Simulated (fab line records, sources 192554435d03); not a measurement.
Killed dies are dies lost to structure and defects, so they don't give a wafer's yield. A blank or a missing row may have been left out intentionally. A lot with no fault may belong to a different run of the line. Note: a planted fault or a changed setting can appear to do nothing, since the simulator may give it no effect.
Comparing a struck lot with a sound one -- flow n5Finfet -- 18 out of 1938 route steps
Sound: wafers L535.3, L535.4, L535.5. The struck wafers were L543.2, L543.3, L543.4. The cause comes at the end.
Per side, at each step with rows, come the tool, then ch with its chambers, and then its first start. Under that, the readings that differ: sound wafers -- struck wafers -- difference of the means -- sigmas: that difference in standard deviations of wafers without a fault.
alike: readings with means less than 2 such deviations apart, plus words and numbers identical on both sides. not compared: withheld readings, readings lacking a value on some wafer, bounds such as >300 that could conceal the same value, and numbers that have no deviation in the record and whose values overlap.
A row with sigmas, a row that says differs or no value, or rows on one side alone: a step with any of these is where the two part. Numbers that don't overlap but have no deviation are shown without sigmas and don't part them. A reading that every wafer of one side lacks parts them only if that side has two wafers or more.

N5_PASSIVATION_AL_ETCH_33: etches Al in Cl2/BCl3, stops on TaN, target depth 2800 nm, time 466.7 s.
  sound on rieMetal-02 ch 0,1, day 12 06:38; struck on rieMetal-02 ch 0,1, day 17 21:32
  alike: drypumpMotorCurrentA, mfcCl2Sccm, oesProductAu, throttleValvePct
  not compared: rfHoursCounterH
N5_PASSIVATION_ETCH_59: etches TaN in Cl2/BCl3, target depth 65 nm, time 34.9 s.
  sound on rieMetal-02 ch 0,1, day 12 06:56; struck on rieMetal-02 ch 0,1, day 17 21:56
  alike: drypumpMotorCurrentA, mfcCl2Sccm, oesProductAu, throttleValvePct
  not compared: rfHoursCounterH
N5_PASSIVATION_STRIP_34: strips in O2.
  sound on rieDiel-01 ch 0,1, day 12 07:01; struck on rieDiel-01 ch 0,1,3, day 17 22:02
  alike: drypumpMotorCurrentA, oesProductAu, rfVppV, showerheadPlenumPTorr, throttleValvePct
  not compared: rfHoursCounterH
then, 4 steps without rows for these wafers: N5_PASSIVATION_STRIP_51 (strips in post etch residue remover, time 1200 s); N5_PASSIVATION_CLEAN_69 (cleans in IPA, time 180 s); N5_PASSIVATION_SRD_70 (time 30 s); N5_PASSIVATION_PECVD_53 (deposits SiO2 from TEOS/O2, target thk 800 nm, time 169.4 s).
N5_PASSIVATION_PECVD_35: deposits SiNx from SiH4/NH3/N2, target thk 700 nm, time 151.3 s.
  sound on pecvd-04 ch 1,2, day 12 07:38; struck on pecvd-02 ch 0,1,2, day 17 22:39
  alike: heaterPowerW, showerheadPlenumPTorr, throttleValvePct
  not compared: sinceWetCleanH
then, 4 steps without rows for these wafers: N5_PASSIVATION_HMDS_37 (time 60 s); N5_PASSIVATION_COAT_38; N5_PASSIVATION_EBR_40; N5_PASSIVATION_SOFTBAKE_39 (time 120 s).
N5_PASSIVATION_EXPOSE_41: exposes mask PASS OPEN, defocus 0 nm, target cd 40000 nm.
  sound on krfScanner-02 ch 0, day 12 07:54; struck on krfScanner-02 ch 0, day 17 22:55
reading,sound,struck,difference,sigmas
exposureDoseMJCm2,57.20 57.18 57.22,61.43 61.45 61.38,+4.22,+78
  alike: mask
then, 3 steps without rows for these wafers: N5_PASSIVATION_PEB_42; N5_PASSIVATION_DEVELOP_43 (develop time 60 s); N5_PASSIVATION_HARDBAKE_45 (time 120 s).
N5_PASSIVATION_CD_MEAS_44: the cd target is 40000 nm.
  sound on cdSem-01 ch 0, day 12 08:04; struck on cdSem-03 ch 0, day 17 23:05
reading,sound,struck,difference,sigmas
cdNm (nm),39996 39999 39999,40023 40030 40026,+28,+9
N5_PASSIVATION_OVL_MEAS_66:
  sound on overlay-01 ch 0, day 12 08:06; struck on overlay-01 ch 0, day 17 23:07
reading,sound,struck,difference,sigmas
PASS_OPEN_OVL (nm),-11 -6 -14,2 7 1,+14,+2

## WHERE THEY PART
At N5_PASSIVATION_EXPOSE_41 first; at N5_PASSIVATION_OVL_MEAS_66 last (within this record only).

WHY: what had been put in by the simulator
Drift in process parameters on krfScanner-02 at N5_PASSIVATION_EXPOSE_41, starting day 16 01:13. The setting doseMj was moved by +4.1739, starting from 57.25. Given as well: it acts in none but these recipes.
